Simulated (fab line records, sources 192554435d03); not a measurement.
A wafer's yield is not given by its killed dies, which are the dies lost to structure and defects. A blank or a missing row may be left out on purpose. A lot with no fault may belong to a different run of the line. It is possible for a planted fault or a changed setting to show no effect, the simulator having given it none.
Chamber matching :: flow n5-finfet :: N5_BEOL_M5_DEP_56 on pecvd-02 has 3 sister chambers
The step deposits SiCN from 3MS/NH3, target thk 8 nm, time 14 s. 16 wafers are shown with their chamber, then 8 later ones without.

WAFERS PAIRED WITH THEIR CHAMBERS
wafer: L074.1
chamber: 0
showerhead-plenum-p-Torr (Torr): 3.638
throttle-valve-pct (%): 8.6

wafer: L074.3
chamber: 0
showerhead-plenum-p-Torr (Torr): 3.638
throttle-valve-pct (%): 8.4

wafer: L074.5
chamber: 1
showerhead-plenum-p-Torr (Torr): 3.671
throttle-valve-pct (%): 9.5

wafer: L078.1
chamber: 0
showerhead-plenum-p-Torr (Torr): 3.635
throttle-valve-pct (%): 8.4

wafer: L078.3
chamber: 2
showerhead-plenum-p-Torr (Torr): 3.652
throttle-valve-pct (%): 8.9

wafer: L078.6
chamber: 0
showerhead-plenum-p-Torr (Torr): 3.638
throttle-valve-pct (%): 8.5

wafer: L081.1
chamber: 1
showerhead-plenum-p-Torr (Torr): 3.673
throttle-valve-pct (%): 9.2

wafer: L081.4
chamber: 0
showerhead-plenum-p-Torr (Torr): 3.641
throttle-valve-pct (%): 8.8

wafer: L081.6
chamber: 1
showerhead-plenum-p-Torr (Torr): 3.666
throttle-valve-pct (%): 9.5

wafer: L082.1
chamber: 1
showerhead-plenum-p-Torr (Torr): 3.675
throttle-valve-pct (%): 9.1

wafer: L082.3
chamber: 2
showerhead-plenum-p-Torr (Torr): 3.646
throttle-valve-pct (%): 9.0

wafer: L082.6
chamber: 1
showerhead-plenum-p-Torr (Torr): 3.669
throttle-valve-pct (%): 9.4

wafer: L083.1
chamber: 2
showerhead-plenum-p-Torr (Torr): 3.646
throttle-valve-pct (%): 9.0

wafer: L083.2
chamber: 0
showerhead-plenum-p-Torr (Torr): 3.637
throttle-valve-pct (%): 8.7

wafer: L083.3
chamber: 1
showerhead-plenum-p-Torr (Torr): 3.661
throttle-valve-pct (%): 9.0

wafer: L087.1
chamber: 0
showerhead-plenum-p-Torr (Torr): 3.646
throttle-valve-pct (%): 8.5

SIGNATURES (means of the wafers above)
reading: showerhead-plenum-p-Torr
chamber 0: 3.63900
chamber 1: 3.66917
chamber 2: 3.64800
scatter within a chamber: 0.0042

reading: throttle-valve-pct
chamber 0: 8.557
chamber 1: 9.283
chamber 2: 8.967
scatter within a chamber: 0.169
Rule: distance of a wafer from a chamber = root of the sum over the readings of ((wafer's reading minus chamber's mean) / reading's scatter) squared. The wafer belongs to the nearest chamber; if the next one is less than 2 further off, it can't be placed. The scatter: the root of (the sum of the squares of (reading less its chamber's mean) over the shown wafers, divided by (wafers less chambers)).

WAFERS WITH NO CHAMBER GIVEN
wafer: L087.4
showerhead-plenum-p-Torr (Torr): 3.649
throttle-valve-pct (%): 8.7

wafer: L087.5
showerhead-plenum-p-Torr (Torr): 3.645
throttle-valve-pct (%): 8.8

wafer: L089.2
showerhead-plenum-p-Torr (Torr): 3.669
throttle-valve-pct (%): 9.2

wafer: L089.3
showerhead-plenum-p-Torr (Torr): 3.635
throttle-valve-pct (%): 8.6

wafer: L089.5
showerhead-plenum-p-Torr (Torr): 3.667
throttle-valve-pct (%): 9.2

wafer: L088.3
showerhead-plenum-p-Torr (Torr): 3.650
throttle-valve-pct (%): 8.8

wafer: L088.5
showerhead-plenum-p-Torr (Torr): 3.639
throttle-valve-pct (%): 9.1

wafer: L088.6
showerhead-plenum-p-Torr (Torr): 3.644
throttle-valve-pct (%): 8.6

WHICH CHAMBER EACH WENT THROUGH
wafer: L087.4
from the rows above: can't be placed: 2 or 0
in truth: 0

wafer: L087.5
from the rows above: can't be placed: 2 or 0
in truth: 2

wafer: L089.2
from the rows above: 1
in truth: 1

wafer: L089.3
from the rows above: 0
in truth: 0

wafer: L089.5
from the rows above: 1
in truth: 1

wafer: L088.3
from the rows above: can't be placed: 2 or 0
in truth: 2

wafer: L088.5
from the rows above: can't be placed: 2 or 0
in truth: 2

wafer: L088.6
from the rows above: can't be placed: 0 or 2
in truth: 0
3 of 8 placed correctly. Unplaceable from these rows: 5, with the true chamber sitting among the candidates in 5. Placed wrongly: 0.
